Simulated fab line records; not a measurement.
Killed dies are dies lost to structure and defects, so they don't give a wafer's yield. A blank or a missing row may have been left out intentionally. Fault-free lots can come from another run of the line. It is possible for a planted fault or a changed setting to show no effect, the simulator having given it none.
fab line records	flow n5-finfet
record lots=6	wafers=16	last-day=19
route steps=1938 shown BEOL_M12@1627
lots with no fault: from the same line, run without faults
start-h: hours from the record's opening day to when the first of the lot's shown wafers began	wait-h: time in hours since the lot's previous step	" unchanged from the row above	L1.1+2: a single row standing in for several wafers	- value missing, or start not given	* or withheld: withheld	< > ~ a bound
route shown NAME@n: names a module that has steps shown in the file, with the first one's number in the route	usual: average and standard deviation across the fault-free wafers	same: alike in all rows	chamber/n: place in a boat	sites: per-site readings	_std_site: the values' standard deviation	_edge_site: outer sites' mean less inner sites'	radius-mm: for every site, how far away it sits from the centre of the wafer	mask NAME#n: copy n	behind: tool/chamber where the wafer was last shaped	hold: why the lot went on hold/how many hours it stayed there/how the hold came to an end	device: transistor that didn't switch, given as n, p or np	end of line: at the end of the route, the tests of the same wafers	a step given without rows: its recipe and nothing more	killed: at the first sort, the dies lost to defects and structure; wafer yield is something else	map: the dies of a wafer, with x for killed, . for not killed, _ for no die there
set.NAME: the run value of the setting; set.NAME@STEP: its run value at that earlier step	model.NAME: the simulator's own value behind a step, which no gauge read
a table for each step, a row for each wafer; lots at some steps of the route
services: when a tool's chamber went out of use (start-h, in hours from the record's first day, below 0 if earlier), for how many hours, and the reason
## steps
# step N5_BEOL_M12_SOFTBAKE_23
# recipe temp-c=130	time-s=60
# step N5_BEOL_M12_EXPOSE_25
# recipe mask-id=M12	na=0.93	source-shape=conventional	sigma-outer=0.4	polarization=unpolarized	dose-mj=21.8
# step N5_BEOL_M12_PEB_26
# recipe peb-temp-c=130	peb-time-s=90
# step N5_BEOL_M12_DEVELOP_27
# recipe develop-time-s=45	rinse-liquid=diw	dry=air-spin	dev-temp-c=21
# step N5_BEOL_M12_HARDBAKE_32
# recipe temp-c=130	time-s=120
# step N5_BEOL_M12_CD_MEAS_28
# recipe target-cd-nm=160.2	landing-energy-ev=500	detector=se-inlens	polarity=opening
# usual cd-nm=160.0/1.3
lot.wafer	tool	chamber	start-h	wait-h	cd-nm
L108.1	cd-sem-01	0	307.01	-	160.6
L108.4	"	0	"	"	161.6
L108.5	"	0	"	"	160.7
L110.1	cd-sem-01	0	330.19	-	159.4
L110.3	"	0	"	"	158.3
L110.6	"	0	"	"	157.2
L115.2	cd-sem-02	0	367.58	-	162.3
L115.3	"	0	"	"	159.7
L117.3	cd-sem-01	0	370.28	-	161.8
L117.6	"	0	"	"	160.5
L106.1	cd-sem-01	0	379.62	-	160.8
L106.2	"	0	"	"	160.0
L106.5	"	0	"	"	163.0
L126.1	cd-sem-01	0	414.83	-	161.0
L126.3	"	0	"	"	160.2
L126.4	"	0	"	"	162.4
# step N5_BEOL_M12_OVL_MEAS_29
# recipe points-per-wafer=44
# usual M12_OVL=1/5.5
lot.wafer	tool	chamber	start-h	wait-h	M12_OVL[nm]
L108.1	overlay-01	0	307.04	0.0	-3
L108.4	"	0	"	"	-5
L108.5	"	0	"	"	-3
L110.1	overlay-01	0	330.22	0.0	-3
L110.3	"	0	"	"	1
L110.6	"	0	"	"	5
L115.2	overlay-02	0	367.61	0.0	-1
L115.3	"	0	"	"	-1
L117.3	overlay-02	0	370.31	0.0	4
L117.6	"	0	"	"	-2
L106.1	overlay-01	0	379.65	0.0	-5
L106.2	"	0	"	"	0
L106.5	"	0	"	"	-3
L126.1	overlay-01	0	414.86	0.0	-1
L126.3	"	0	"	"	-3
L126.4	"	0	"	"	9
# step N5_BEOL_M12_INSPECT_30
# recipe mode=adi	inspect-instrument=macro
# usual raw-defect-count=1.9/1.3
lot.wafer	tool	chamber	start-h	wait-h	raw-defect-count
L108.1	defect-inspect-02	-	307.07	0.0	2
L108.4	"	-	"	"	1
L108.5	"	-	"	"	1
L110.1	defect-inspect-02	-	330.25	0.0	1
L110.3	"	-	"	"	0
L110.6	"	-	"	"	1
L115.2	defect-inspect-02	-	367.63	0.0	4
L115.3	"	-	"	"	2
L117.3	defect-inspect-02	-	370.33	0.0	3
L117.6	"	-	"	"	2
L106.1	defect-inspect-02	-	379.68	0.0	1
L106.2	"	-	"	"	1
L106.5	"	-	"	"	1
L126.1	defect-inspect-02	-	414.89	0.0	2
L126.3	"	-	"	"	2
L126.4	"	-	"	"	2
# step N5_BEOL_M12_DESCUM_33
# recipe chemistry=O2	time-s=7.9	source-power-w=50	bias-power-w=20	pressure-mtorr=20	rf-frequency-hz=2.712e+07	temp-c=40	o2-flow-sccm=225
# usual drypump-motor-current-A=6.0/0.51	oes-product-au=0.80/0.067	rf-vpp-V=242.7/1.4	showerhead-plenum-p-Torr=2.06/0.074	throttle-valve-pct=20.42/0.18
lot.wafer	tool	chamber	start-h	wait-h	drypump-motor-current-A	oes-product-au	rf-hours-counter-h	rf-vpp-V	showerhead-plenum-p-Torr	throttle-valve-pct
L108.1	rie-diel-03	1	307.10	0.0	6.4	0.81	77	242.6	2.12	20.26
L108.4	"	2	"	"	6.7	0.80	95	242.1	2.11	20.58
L108.5	"	3	"	"	5.6	0.92	-	243.3	2.14	20.62
L110.1	rie-diel-01	3	330.93	0.7	5.1	0.71	211	240.6	1.90	20.29
L110.3	"	0	"	"	6.2	0.74	191	241.2	1.99	20.65
L110.6	"	1	"	"	6.4	0.79	-	242.6	2.03	20.17
L115.2	rie-diel-03	3	367.67	0.0	5.6	0.90	29	244.1	2.14	20.62
L115.3	"	2	"	"	6.7	0.79	110	245.6	2.10	20.59
L117.3	rie-diel-03	0	370.46	0.1	6.0	0.77	124	241.5	2.00	20.45
L117.6	"	3	"	"	5.6	0.89	-	244.6	2.14	20.65
L106.1	rie-diel-01	3	379.71	0.0	5.1	0.70	231	238.7	1.90	20.32
L106.2	"	2	"	"	5.4	0.95	17	242.7	2.13	20.28
L106.5	"	2	"	"	5.4	0.96	-	243.2	2.13	20.27
L126.1	rie-diel-05	2	415.27	0.4	5.6	0.91	9	244.0	2.15	20.33
L126.3	"	1	"	"	6.2	0.83	91	242.3	2.02	20.33
L126.4	"	3	"	"	5.5	0.80	78	242.9	2.03	20.16
# step N5_BEOL_M12_ETCH_67
# recipe chemistry=CF4	target=SiARC	target-depth-a=1430	time-s=238.3	ion-energy-ev=80	pressure-mtorr=40	source-w=545	bias-w=36	Ar_flow_sccm=100	cf4-flow-sccm=100	ends=cleared
# step N5_BEOL_M12_ETCH_68
# recipe chemistry=N2/H2	target=SOC	mask-material=SiARC	source-w=3000	bias-w=350	temp-c=40	time-s=285	ion-energy-ev=200	pressure-mtorr=30	n2-flow-sccm=200	h2-flow-sccm=200
# usual drypump-motor-current-A=6.0/0.51	oes-product-au=0.80/0.066	rf-vpp-V=522.8/2.6	showerhead-plenum-p-Torr=2.50/0.092	throttle-valve-pct=17.77/0.19
lot.wafer	tool	chamber	start-h	wait-h	drypump-motor-current-A	oes-product-au	rf-hours-counter-h	rf-vpp-V	showerhead-plenum-p-Torr	throttle-valve-pct
L108.1	rie-diel-03	1	307.28	0.1	6.5	0.80	77	524.7	2.57	17.55
L108.4	"	2	"	"	6.7	0.79	95	523.9	2.56	17.86
L108.5	"	3	"	"	5.6	0.91	-	526.7	2.60	17.92
L110.1	rie-diel-01	3	331.11	0.1	5.2	0.71	211	517.4	2.30	17.51
L110.3	"	0	"	"	6.3	0.74	191	520.9	2.41	17.84
L110.6	"	1	"	"	6.4	0.79	-	520.7	2.48	17.60
L115.2	rie-diel-03	3	367.85	0.1	5.6	0.89	29	525.6	2.60	17.94
L115.3	"	2	"	"	6.7	0.77	110	525.0	2.56	17.90
L117.3	rie-diel-03	0	370.65	0.1	6.0	0.78	124	522.4	2.45	18.02
L117.6	"	3	"	"	5.6	0.90	-	525.9	2.60	17.93
L106.1	rie-diel-01	3	379.89	0.1	5.1	0.70	231	516.6	2.29	17.56
L106.2	"	2	"	"	5.4	0.94	18	525.4	2.60	17.61
L106.5	"	2	"	"	5.4	0.94	-	525.2	2.60	17.64
L126.1	rie-diel-05	2	415.45	0.1	5.6	0.91	9	525.0	2.61	17.61
L126.3	"	1	"	"	6.2	0.83	91	521.0	2.45	17.60
L126.4	"	3	"	"	5.5	0.81	78	520.6	2.45	17.39
# step N5_BEOL_M12_STRIP_69
# recipe chemistry=N2/H2	temp-c=40	n2-flow-sccm=200	h2-flow-sccm=200	rf-frequency-hz=6e+07
# step N5_BEOL_M12_TRENCH_ETCH_34
# recipe chemistry=C4F8/O2/Ar	target=SiOC	target-depth-a=3189.5	mask-material=SOC	pressure-mtorr=30	source-w=3000	bias-w=700	Ar_flow_sccm=400	C4F8_flow_sccm=15	O2_flow_sccm=8	he-inner-torr=15	he-outer-torr=30	time-s=125.5	ion-energy-ev=250
# usual drypump-motor-current-A=6.0/0.51	oes-product-au=0.80/0.066	rf-vpp-V=664/3.3	showerhead-plenum-p-Torr=3.37/0.12	throttle-valve-pct=24.23/0.22
lot.wafer	tool	chamber	start-h	wait-h	drypump-motor-current-A	oes-product-au	rf-hours-counter-h	rf-vpp-V	showerhead-plenum-p-Torr	throttle-valve-pct	model.etch.depth-nm
L108.1	rie-diel-03	1	307.46	0.0	6.5	0.82	78	666	3.45	24.00	314.7
L108.4	"	2	"	"	6.7	0.80	95	666	3.47	24.49	320.1
L108.5	"	3	"	"	5.6	0.91	-	668	3.50	24.45	314.7
L110.1	rie-diel-01	3	331.30	0.0	5.2	0.72	211	659	3.11	23.94	313
L110.3	"	0	"	"	6.2	0.74	191	662	3.26	24.33	317.1
L110.6	"	1	"	"	6.5	0.79	-	661	3.31	23.87	325.8
L115.2	rie-diel-03	3	368.03	0.0	5.6	0.90	29	667	3.49	24.47	298.7
L115.3	"	2	"	"	6.7	0.78	110	667	3.46	24.51	322.5
L117.3	rie-diel-03	0	370.83	0.0	6.0	0.77	124	663	3.30	24.35	314.4
L117.6	"	3	"	"	5.6	0.89	-	668	3.49	24.47	296.6
L106.1	rie-diel-01	3	380.07	0.0	5.2	0.70	231	657	3.10	23.93	310
L106.2	"	2	"	"	5.4	0.94	18	669	3.49	24.13	321.8
L106.5	"	2	"	"	5.4	0.94	-	669	3.49	24.13	324.2
L126.1	rie-diel-05	2	415.63	0.0	5.7	0.92	9	668	3.48	24.00	321.9
L126.3	"	1	"	"	6.2	0.82	91	662	3.32	24.13	324.3
L126.4	"	3	"	"	5.6	0.80	78	663	3.34	23.99	309.9
# step N5_BEOL_M12_STRIP_70
# recipe chemistry=C4F8/O2/Ar	resist=SiARC	rf-frequency-hz=6e+07
# step N5_BEOL_M12_OCD_MEAS_35
# usual trench-depth-nm=317/5.2
lot.wafer	tool	chamber	start-h	wait-h	trench-depth-nm
L108.1	ocd-01	-	307.62	0.0	315
L108.4	"	-	"	"	320
L108.5	"	-	"	"	315
L110.1	ocd-02	-	331.45	0.0	313
L110.3	"	-	"	"	317
L110.6	"	-	"	"	326
L115.2	ocd-01	-	368.19	0.0	299
L115.3	"	-	"	"	323
L117.3	ocd-01	-	370.99	0.0	314
L117.6	"	-	"	"	296
L106.1	ocd-02	-	380.23	0.0	310
L106.2	"	-	"	"	321
L106.5	"	-	"	"	324
L126.1	ocd-01	-	415.78	0.0	322
L126.3	"	-	"	"	324
L126.4	"	-	"	"	310
# step N5_BEOL_M12_STRIP_37
# recipe chemistry=N2/H2	power-w=1000	temp-c=250	h2-frac=0.65	overash-fraction=0.3	pressure-mtorr=withheld	n2-flow-sccm=1750	h2-flow-sccm=3250
# step N5_BEOL_M12_ETCH_38
# recipe chemistry=CF4/N2	target=SiCN	target-depth-a=687	taper-deg=2	time-s=73.4	ion-energy-ev=150	mask-material=SiO2	pressure-mtorr=40	source-w=430	bias-w=70	Ar_flow_sccm=100	cf4-flow-sccm=60	n2-flow-sccm=60
# step N5_BEOL_M12_PRECLEAN_39
# recipe chemistry=residue-remover	time-s=60	temp-c=40
# step N5_BEOL_M12_SRD_40
# recipe time-s=30	temp-c=23	rinse-liquid=diw	dry=n2-spin	spin-rpm=1500	dry-time-s=30
# step N5_BEOL_M12_DEGAS_41
# recipe ambient=vacuum	temp-c=250	time-s=60
# step N5_BEOL_M12_PRE_CLEAN_42
# recipe gas=H2/He	time-s=30	temp-c=250
# step N5_BEOL_M12_SPUTTER_43
# recipe material=TaN	target-thk-a=150	temp-c=50	bias-v=168.6	power-w=15000	chamber-pressure-pa=0.12	time-s=24.19
# step N5_BEOL_M12_SPUTTER_44
# recipe material=Ta	target-thk-a=100	temp-c=50	bias-v=80	power-w=15000	chamber-pressure-pa=0.07	time-s=16.13
# usual throttle-valve-pct=30.3/0.74
lot.wafer	tool	chamber	start-h	wait-h	throttle-valve-pct
L108.1	pvd-sputter-03	-	310.60	0.0	29.5
L108.4	"	-	"	"	31.4
L108.5	"	-	"	"	29.6
L110.1	pvd-sputter-02	-	333.42	0.0	30.3
L110.3	"	-	"	"	30.8
L110.6	"	-	"	"	30.3
L115.2	pvd-sputter-02	-	369.88	0.0	30.7
L115.3	"	-	"	"	28.9
L117.3	pvd-sputter-02	-	375.72	0.0	31.1
L117.6	"	-	"	"	31.1
L106.1	pvd-sputter-01	-	381.88	0.0	31.0
L106.2	"	-	"	"	29.1
L106.5	"	-	"	"	30.7
L126.1	pvd-sputter-03	-	422.02	0.0	29.5
L126.3	"	-	"	"	30.2
L126.4	"	-	"	"	29.7
# step N5_BEOL_M12_SPUTTER_45
# recipe material=Cu	target-thk-a=800	temp-c=-20	bias-v=60	power-w=26000	chamber-pressure-pa=0.13	time-s=13.33
# usual throttle-valve-pct=30.3/0.72
lot.wafer	tool	chamber	start-h	wait-h	throttle-valve-pct
L108.1	pvd-sputter-03	-	310.68	0.0	29.9
L108.4	"	-	"	"	30.9
L108.5	"	-	"	"	29.4
L110.1	pvd-sputter-02	-	333.50	0.0	30.4
L110.3	"	-	"	"	30.4
L110.6	"	-	"	"	30.5
L115.2	pvd-sputter-02	-	369.96	0.0	30.5
L115.3	"	-	"	"	28.9
L117.3	pvd-sputter-02	-	375.80	0.0	31.2
L117.6	"	-	"	"	30.8
L106.1	pvd-sputter-01	-	381.96	0.0	30.9
L106.2	"	-	"	"	29.2
L106.5	"	-	"	"	30.9
L126.1	pvd-sputter-03	-	422.11	0.0	29.6
L126.3	"	-	"	"	30.2
L126.4	"	-	"	"	30.0
# step N5_BEOL_M12_ECD_47
# recipe material=Cu	target-thk-a=7200
# step N5_BEOL_M12_ANNEAL_48
# recipe temp-c=225	time-s=90	ambient=N2
# usual wafer_temp_C_max=226.04/0.29
lot.wafer	tool	chamber	start-h	wait-h	wafer_temp_C_max
L108.1	rtp-anneal-01	0	311.02	0.2	225.98
L108.4	"	0	"	"	225.58
L108.5	"	0	"	"	226.40
L110.1	rtp-anneal-02	0	333.76	0.1	225.93
L110.3	"	0	"	"	225.76
L110.6	"	0	"	"	225.81
L115.2	rtp-anneal-02	0	370.31	0.2	225.68
L115.3	"	0	"	"	226.13
L117.3	rtp-anneal-01	0	376.15	0.2	225.97
L117.6	"	0	"	"	226.20
L106.1	rtp-anneal-01	0	382.53	0.4	226.55
L106.2	"	0	"	"	226.31
L106.5	"	0	"	"	226.14
L126.1	rtp-anneal-01	0	422.56	0.3	225.94
L126.3	"	0	"	"	226.24
L126.4	"	0	"	"	226.70
# step N5_BEOL_M12_CMP_49
# recipe stop-on=SiOC	t-overpolish-s=20.6	down-force-psi=1	platen-rpm=50	clearing-platen-down-force-psi=1.5	clearing-platen-rpm=50	post-cmp-clean=cu-alkaline	target-thk-nm=320	clearing-platen-pad-velocity-m-s=0.99484	pad-velocity-m-s=0.99484
# usual barrier-field-endpoint-s=30.2/0.69	clearing-platen-rpm=50.000/0.024	motor-current-A=6.2/0.37	overpolish-run-s=20.599/0.0083	slurry-filter-dp-kPa=13.50/0.14
lot.wafer	tool	chamber	start-h	wait-h	barrier-field-endpoint-s	clearing-platen-rpm	motor-current-A	overpolish-run-s	slurry-filter-dp-kPa	model.Cu_of_BEOL_M12_ECD_47.thk-nm
L108.1	cmp-03	3	311.62	0.6	29.7	50.005	6.2	20.605	13.79	313.8
L108.4	"	0	"	"	31.5	50.054	5.4	20.603	13.18	320
L108.5	"	1	"	"	29.3	49.994	6.2	20.599	13.42	312.2
L110.1	cmp-02	3	334.09	0.3	30.4	50.005	6.3	20.603	13.38	314.4
L110.3	"	1	"	"	29.6	49.980	5.8	20.602	13.55	316.4
L110.6	"	2	"	"	31.3	49.997	6.3	20.602	13.53	327.8
L115.2	cmp-01	3	370.65	0.3	30.1	50.014	5.8	20.604	13.52	302.2
L115.3	"	0	"	"	29.4	49.963	6.1	20.607	13.30	324.4
L117.3	cmp-02	2	376.35	0.2	31.3	50.000	6.8	20.585	13.58	319
L117.6	"	3	"	"	30.4	49.981	6.5	20.591	13.69	298.4
L106.2	cmp-02	3	382.87	0.3	29.8	50.026	6.6	20.592	13.43	321.8
L106.1	"	1	"	"	29.0	50.008	5.8	20.593	13.57	309.2
L106.5	"	2	"	"	29.7	49.995	6.8	20.601	13.38	325.8
L126.3	cmp-02	3	422.90	0.2	30.3	49.977	6.3	20.595	13.41	324
L126.4	"	0	"	"	29.8	50.010	6.0	20.599	13.58	310.4
L126.1	"	1	"	"	29.6	50.046	5.8	20.603	13.16	321.4
# step N5_BEOL_M12_THK_MEAS_50
# recipe thk-meas-gauge=xrf	reads=Cu_of_BEOL_M12_ECD_47
# usual M12_THK=324/6.9
lot.wafer	tool	chamber	start-h	wait-h	M12_THK[nm]
L108.1	film-metro-02	-	311.84	-	324
L108.4	"	-	"	"	330
L108.5	"	-	"	"	321
L110.1	film-metro-01	-	334.35	-	320
L110.3	"	-	"	"	322
L110.6	"	-	"	"	333
L115.2	film-metro-01	-	370.87	-	305
L115.3	"	-	"	"	328
L117.3	film-metro-01	-	376.65	-	320
L117.6	"	-	"	"	299
L106.1	film-metro-02	-	383.13	-	318
L106.2	"	-	"	"	332
L106.5	"	-	"	"	335
L126.1	film-metro-02	-	423.15	-	330
L126.3	"	-	"	"	334
L126.4	"	-	"	"	320
# step N5_BEOL_M12_PRE_CLEAN_52
# recipe gas=NH3	time-s=15	temp-c=withheld	rf-power-w=300
# step N5_BEOL_M12_DEP_53
# recipe material=SiCN	target-thk-a=300	temp-c=withheld	precursor=3MS/NH3	pressure-torr=3	rf-w=675	time-s=10.5
# step N5_BEOL_M12_RS_MEAS_54
# recipe thk-meas-gauge=four-point-probe	reads=Cu_of_BEOL_M12_ECD_47+Ta_of_BEOL_M12_SPUTTER_44+TaN_of_BEOL_M12_SPUTTER_43
# usual M12_RS=0.0605/0.0011
lot.wafer	tool	chamber	start-h	wait-h	M12_RS[ohm/sq]
L108.1	film-metro-02	-	311.96	0.0	0.0612
L108.4	"	-	"	"	0.0599
L108.5	"	-	"	"	0.0615
L110.1	film-metro-01	-	334.48	0.0	0.0610
L110.3	"	-	"	"	0.0607
L110.6	"	-	"	"	0.0586
L115.2	film-metro-01	-	371.00	0.1	0.0636
L115.3	"	-	"	"	0.0591
L117.3	film-metro-01	-	376.78	0.0	0.0603
L117.6	"	-	"	"	0.0646
L106.1	film-metro-02	-	383.26	0.0	0.0623
L106.2	"	-	"	"	0.0597
L106.5	"	-	"	"	0.0588
L126.1	film-metro-02	-	423.28	0.0	0.0597
L126.3	"	-	"	"	0.0591
L126.4	"	-	"	"	0.0619
# step N5_BEOL_M12_INSPECT_55
# recipe inspect-instrument=darkfield	mode=post-dep
# usual raw-defect-count=69/25
lot.wafer	tool	chamber	start-h	wait-h	raw-defect-count
L108.1	defect-inspect-01	-	311.99	0.0	52
L108.4	"	-	"	"	52
L108.5	"	-	"	"	52
L110.1	defect-inspect-02	-	334.50	0.0	51
L110.3	"	-	"	"	51
L110.6	"	-	"	"	98
L115.2	defect-inspect-02	-	371.03	0.0	67
L115.3	"	-	"	"	73
L117.3	defect-inspect-02	-	376.80	0.0	79
L117.6	"	-	"	"	61
L106.1	defect-inspect-02	-	383.29	0.0	71
L106.2	"	-	"	"	58
L106.5	"	-	"	"	54
L126.1	defect-inspect-02	-	423.30	0.0	52
L126.3	"	-	"	"	52
L126.4	"	-	"	"	41
## services
tool	chamber	start-h	hours	kind
cmp-02	-	308.14	9.1	pm
rie-diel-03	-	322.81	14.6	pm
rie-diel-01	2	329.64	-	clean
rie-diel-01	2	329.64	-	consumable-replace:focus-ring
rie-diel-01	2	329.64	14.3	scheduled-down
rie-diel-01	2	329.64	14.3	vent-cycle
rtp-anneal-01	-	333.08	4.2	pm
rie-diel-01	1	341.15	22.0	repair
rie-diel-05	2	349.12	1.4	repair
cmp-01	-	353.80	0.7	repair
cmp-02	-	361.68	5.7	pm
cmp-03	-	362.10	4.8	pm
cmp-03	-	370.14	4.0	pm
rie-diel-05	2	372.64	-	clean
rie-diel-05	2	372.64	-	consumable-replace:focus-ring
rie-diel-05	2	372.64	15.4	scheduled-down
rie-diel-05	2	372.64	15.4	vent-cycle
cmp-01	-	378.88	4.9	pm
cmp-03	-	384.58	9.7	pm
rie-diel-05	3	395.52	5.8	repair
cmp-02	-	415.99	4.0	pm
cmp-02	-	419.99	-	consumable-replace:conditioner
cmp-02	-	419.99	-	consumable-replace:pad
rie-diel-01	2	422.68	5.6	repair
## key
first-sign step=N5_BEOL_M12_OCD_MEAS_35	reading=trench-depth-nm	direction=down	sigmas=3.7	usual=317	struck=298
effect step=N5_BEOL_M12_THK_MEAS_50	reading=M12_THK	direction=down	sigmas=3.2	usual=324	struck=302
effect step=N5_BEOL_M12_RS_MEAS_54	reading=M12_RS	direction=up	sigmas=3.3	usual=0.0605	struck=0.0641
model-effect step=N5_BEOL_M12_TRENCH_ETCH_34	value=etch.depth-nm	without=316.8	struck=297.6
model-effect step=N5_BEOL_M12_CMP_49	value=Cu_of_BEOL_M12_ECD_47.thk-nm	without=319.5	struck=300.3
met-at N5_BEOL_M12_TRENCH_ETCH_34
struck-wafers L115.2,L117.6
onset-between 307.46 368.03
fault kind=process-parameter-drift	tool=rie-diel-03	chamber=-	onset-h=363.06	steps=N5_BEOL_M12_TRENCH_ETCH_34	channel=time-s	offset=*	shape=step	end-h=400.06	scope=struck-wafers-only	acts-in=*	stated=*
